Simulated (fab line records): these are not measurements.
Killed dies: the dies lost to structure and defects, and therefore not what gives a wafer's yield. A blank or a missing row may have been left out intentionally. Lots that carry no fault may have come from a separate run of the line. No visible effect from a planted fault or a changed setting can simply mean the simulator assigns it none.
A struck lot beside a sound one -- flow nand_harc -- 16 steps out of a route of 1302
Sound: the wafers L210.2, L210.4, L210.6. Wafers L213.2, L213.3, L213.5 were the ones struck. The cause is given at the end.
Each step with rows lists, per side, the tool, then ch with its chambers, then its first start. Under that, the readings that differ: sound wafers -- struck wafers -- difference of the means -- sigmas: that difference in standard deviations of wafers without a fault.
alike: same words and numbers on both sides, and readings whose means sit less than 2 such deviations apart. not compared: any withheld reading, any reading some wafer has no value for, any bound like >300 that may hide the same value, and any number with overlapping values for which the record gives no deviation.
A row with sigmas, a row that says differs or no value, or rows on one side alone: a step with any of these is where the two part. Non-overlapping numbers with no deviation appear without sigmas and do not part them. Lack of a reading on every wafer of one side parts them only where that side has two or more wafers.

first, 1 step without rows for these wafers: NHARC_A_DECK1_JOINT_SRD_15.
NHARC_A_DECK1_JOINT_DEP_16: deposits SiO2, target thk 45 nm.
  sound on pecvd-01 ch 0,1,2, day 14 12:40; struck on pecvd-04 ch 0,1,2, day 15 22:35
  alike: flow_sccm, heater_power_outer_w, heater_power_w, throttle_valve_pct
NHARC_A_DECK1_JOINT_THK_MEAS_17: measures by ellipsometry.
  sound on film_metro-02, day 14 12:54; struck on film_metro-02, day 15 22:50
  alike: thk_nm
NHARC_A_DECK1_JOINT_INSPECT_05:
  sound on defect_inspect-01, day 14 12:56; struck on defect_inspect-01, day 15 22:52
  alike: raw_defect_count
after that, 1 step with no rows for these wafers: NHARC_A_ONON_D2_DEP_00 (target thk 1000 nm).
NHARC_A_ONON_D2_THK_MEAS_02: measures by ellipsometry.
  sound on film_metro-02, day 14 13:31; struck on film_metro-01, day 15 23:26
  alike: thk_nm
after that, 1 step with no rows for these wafers: NHARC_A_ONON_D2_DEP_03 (target thk 1000 nm).
NHARC_A_ONON_D2_THK_MEAS_05: measures by ellipsometry.
  sound on film_metro-02, day 14 14:05; struck on film_metro-02, day 16 00:01
  alike: thk_nm
after that, 1 step with no rows for these wafers: NHARC_A_ONON_D2_DEP_06 (target thk 1000 nm).
NHARC_A_ONON_D2_THK_MEAS_08: measures by ellipsometry.
  sound on film_metro-02, day 14 14:38; struck on film_metro-02, day 16 00:35
  alike: thk_nm
after that, 1 step with no rows for these wafers: NHARC_A_ONON_D2_DEP_09 (target thk 1000 nm).
NHARC_A_ONON_D2_THK_MEAS_11: measures by ellipsometry.
  sound on film_metro-01, day 14 15:13; struck on film_metro-01, day 16 01:08
  alike: thk_nm
NHARC_A_ONON_D2_DEP_12: target thk 1000 nm.
  sound on pecvd_onon-04 ch 0, day 14 15:19; struck on pecvd_onon-03 ch 0, day 16 01:16
  alike: n2_flow_sccm, nh3_flow_sccm
NHARC_A_ONON_D2_THK_MEAS_14: measures by ellipsometry.
  sound on film_metro-02, day 14 15:48; struck on film_metro-01, day 16 01:43
reading,sound,struck,difference,sigmas
thk_nm (nm),1015 1015 1014,708 710 711,-305,-28
then, 1 step without rows for these wafers: NHARC_A_ONON_D2_ANNEAL_15 (time 3600 s).
-- break in the record here, with 12 days between the starts of the struck wafers on either side (left off in module A_ONON_D2, picked up again in module END, where the first step shown is number 1302 on the route) --
NHARC_END_SORT_01:
  at this point the record logs the struck wafers (prober-01 ch 0, day 28 09:13) and has no rows for the sound ones

WHERE THEY PART
At NHARC_A_ONON_D2_THK_MEAS_14 first; at NHARC_END_SORT_01 last (within this record only).

WHY: what the simulator had put in
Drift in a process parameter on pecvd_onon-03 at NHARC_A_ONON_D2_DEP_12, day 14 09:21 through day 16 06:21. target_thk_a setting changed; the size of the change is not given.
